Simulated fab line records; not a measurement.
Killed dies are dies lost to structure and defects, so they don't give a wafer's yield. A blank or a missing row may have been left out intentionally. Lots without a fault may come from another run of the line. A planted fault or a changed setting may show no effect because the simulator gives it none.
A lot that was struck, set against a sound lot / flow nand-harc / 14 out of 1302 route steps
Sound: these wafers, L725.2, L725.3, L725.4. Wafers L734.1, L734.2, L734.5 were the ones struck. The cause is named last.
For every step that has rows: the tool of each side, followed by ch and its chambers, followed by its first start. Under that, the readings that differ: sound wafers / struck wafers / difference of the means / sigmas: that difference in standard deviations of wafers without a fault.
alike: readings whose means differ by less than 2 such deviations, and words and numbers that are the same on both sides. not compared: withheld readings, readings that some wafer has no value for, bounds like >300 that may hide the same value, and numbers for which the record gives no deviation and whose values overlap.
A row with sigmas, a row that says differs or no value, or rows on one side alone: a step with any of these is where the two part. When numbers do not overlap yet have no deviation, they are printed without sigmas and do not part them. A reading that every wafer of one side lacks parts them only if that side has two wafers or more.

first, 4 steps without rows for these wafers: NHARC_A_STAIRCASE_HARDBAKE_10 (time 140 s); NHARC_A_STAIRCASE_DESCUM_11 (chemistry O2, time 3 s); NHARC_A_STAIRCASE_TRIM_12 (chemistry O2, time 211.2 s); NHARC_A_STAIRCASE_ETCH_13 (etches the open film in C4F8/O2, target depth 100 nm, time 40.5 s).
NHARC_A_STAIRCASE_TRIM_14: chemistry O2, time 211.2 s.
  sound on rie-diel-11 ch 0,1,3; struck on rie-diel-11 ch 0,2
  alike: drypump-motor-current-A, oes-product-au, rf-vpp-V, showerhead-plenum-p-Torr, throttle-valve-pct
  not compared: rf-hours-counter-h
NHARC_A_STAIRCASE_ETCH_15: etches the open film in C4F8/O2, target depth 100 nm, time 40.5 s.
  sound on rie-diel-11 ch 0,2,3; struck on rie-diel-11 ch 0,2
  alike: bias-w, chamber-pressure-mTorr, oes-product-au, rf-vpp-V
  not compared: rf-hours-counter-h
then, 1 step without rows for these wafers: NHARC_A_STAIRCASE_TRIM_16 (chemistry O2, time 211.2 s).
NHARC_A_STAIRCASE_ETCH_17: etches the open film in C4F8/O2, target depth 100 nm, time 40.5 s.
  sound on rie-diel-11 ch 0,1,3; struck on rie-diel-11 ch 1,3
  alike: bias-w, chamber-pressure-mTorr, oes-product-au, rf-vpp-V
  not compared: rf-hours-counter-h
then, 1 step without rows for these wafers: NHARC_A_STAIRCASE_TRIM_18 (chemistry O2, time 211.2 s).
NHARC_A_STAIRCASE_ETCH_19: etches the open film in C4F8/O2, target depth 100 nm, time 40.5 s.
  sound on rie-diel-11 ch 0,1,2; struck on rie-diel-11 ch 1,2,3
  alike: bias-w, chamber-pressure-mTorr, oes-product-au, rf-vpp-V
  not compared: rf-hours-counter-h
then, 1 step without rows for these wafers: NHARC_A_STAIRCASE_TRIM_20 (chemistry O2, time 211.2 s).
NHARC_A_STAIRCASE_ETCH_21: etches the open film in C4F8/O2, target depth 100 nm, time 40.5 s.
  sound on rie-diel-01 ch 0,1,2, day 20 11:50; struck on rie-diel-01 ch 0,2,3, day 25 07:01
  no value came back on the struck wafers for any of 5 readings (bias-w (W), chamber-pressure-mTorr (mTorr) and others); on the sound wafers bias-w (W) reads 997 998 1001
NHARC_A_STAIRCASE_TRIM_22: chemistry O2, time 211.2 s.
  sound on rie-diel-01 ch 0,2,3; struck on rie-diel-01 ch 1,2
  alike: drypump-motor-current-A, oes-product-au, rf-vpp-V, showerhead-plenum-p-Torr, throttle-valve-pct
  not compared: rf-hours-counter-h
-- break in the record here, with 9 days between the starts of the struck wafers on either side (left off in module A_STAIRCASE, picked up again in module END, where the first step shown is number 1302 on the route) --
NHARC_END_SORT_01:
  the record has rows for the struck wafers here (prober-01 ch 0, day 34 11:05) and none for the sound ones

== WHERE THEY PART ==
First at NHARC_A_STAIRCASE_ETCH_21; last, within this record, at NHARC_END_SORT_01.

WHY: what had been put in by the simulator
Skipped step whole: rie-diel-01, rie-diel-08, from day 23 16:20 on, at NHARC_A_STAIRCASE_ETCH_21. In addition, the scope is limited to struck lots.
